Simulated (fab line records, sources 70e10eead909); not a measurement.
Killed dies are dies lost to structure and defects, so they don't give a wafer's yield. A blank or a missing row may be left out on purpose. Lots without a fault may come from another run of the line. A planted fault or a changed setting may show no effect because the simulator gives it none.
A struck lot beside a sound one | flow nand_harc | 13 steps out of a route of 1159
Sound: wafers L703.2, L703.3, L703.6. Struck: wafers L702.1, L702.3, L702.5. The cause comes at the end.
At each step with rows: each side's tool, then ch and its chambers, then its first start. Under that, the readings that differ: sound wafers | struck wafers | difference of the means | sigmas: that difference in standard deviations of wafers without a fault.
alike: readings whose means differ by less than 2 such deviations, and words and numbers that are the same on both sides. not compared: withheld readings, readings that some wafer has no value for, bounds like >300 that may hide the same value, and numbers for which the record gives no deviation and whose values overlap.
The two part at a step that has a row with sigmas, a row that says differs or no value, or rows on one side only. Numbers that don't overlap but have no deviation are shown without sigmas and don't part them. A reading that every wafer of one side lacks parts them only if that side has two wafers or more.

NHARC_A_M0_PRE_CLEAN_29: time 30 s.
  sound on pvd_sputter-02; struck on pvd_sputter-01
  alike: heater_power_w
then, 1 step without rows for these wafers: NHARC_A_M0_PVD_20 (deposits TaN, target thk 5 nm, time 8.06 s).
NHARC_A_M0_PVD_21: deposits Cu, target thk 30 nm, time 20.49 s.
  sound on pvd_sputter-02; struck on pvd_sputter-01
  alike: throttle_valve_pct
then, 1 step without rows for these wafers: NHARC_A_M0_ECD_22 (material Cu, target thk 400 nm).
NHARC_A_M0_ANNEAL_30: time 90 s.
  sound on rtp_anneal-01 ch 0, day 19 20:48; struck on rtp_anneal-01 ch 0, day 19 13:20
  alike: wafer_temp_C_max
NHARC_A_M0_CMP_23: polishes, t overpolish 20 s, target thk 113.75 nm.
  sound on cmp-01 ch 1,2,3, day 19 21:09; struck on cmp-03 ch 1,2, day 19 13:41
  alike: motor_current_A, time_to_endpoint_s
NHARC_A_M0_THK_MEAS_24: measures by xrf.
  sound on film_metro-01, day 19 21:25; struck on film_metro-02, day 19 14:00
  alike: thk_nm
then, 1 step without rows for these wafers: NHARC_A_M0_SRD_25.
NHARC_A_M0_INSPECT_27:
  sound on defect_inspect-02, day 19 21:34; struck on defect_inspect-02, day 19 14:10
  alike: raw_defect_count
then, 1 step without rows for these wafers: NHARC_A_M0_PRE_CLEAN_31 (time 12 s).
NHARC_A_M0_DEP_32: deposits SiCN, target thk 30 nm.
  sound on pecvd-02 ch 0,2, day 19 21:55; struck on pecvd-03 ch 0,1,2, day 19 14:19
  alike: chamber_pressure_Torr, heater_power_outer_w, heater_power_w
NHARC_A_M1_DEP_00: deposits SiOC, target thk 182.5 nm.
  sound on pecvd-02 ch 0,1,2, day 19 22:16; struck on pecvd-02 ch 1,2, day 19 14:46
  no value came back on the struck wafers for chamber_pressure_Torr (Torr), rf_fwd_power_W (W); on the sound wafers chamber_pressure_Torr (Torr) reads 4.984 5.001 5.008
then, 1 step without rows for these wafers: NHARC_A_M1_DEHYDRATE_01 (time 120 s).

WHERE THEY PART
Only at NHARC_A_M1_DEP_00, within this record.

WHY: what the simulator had put in
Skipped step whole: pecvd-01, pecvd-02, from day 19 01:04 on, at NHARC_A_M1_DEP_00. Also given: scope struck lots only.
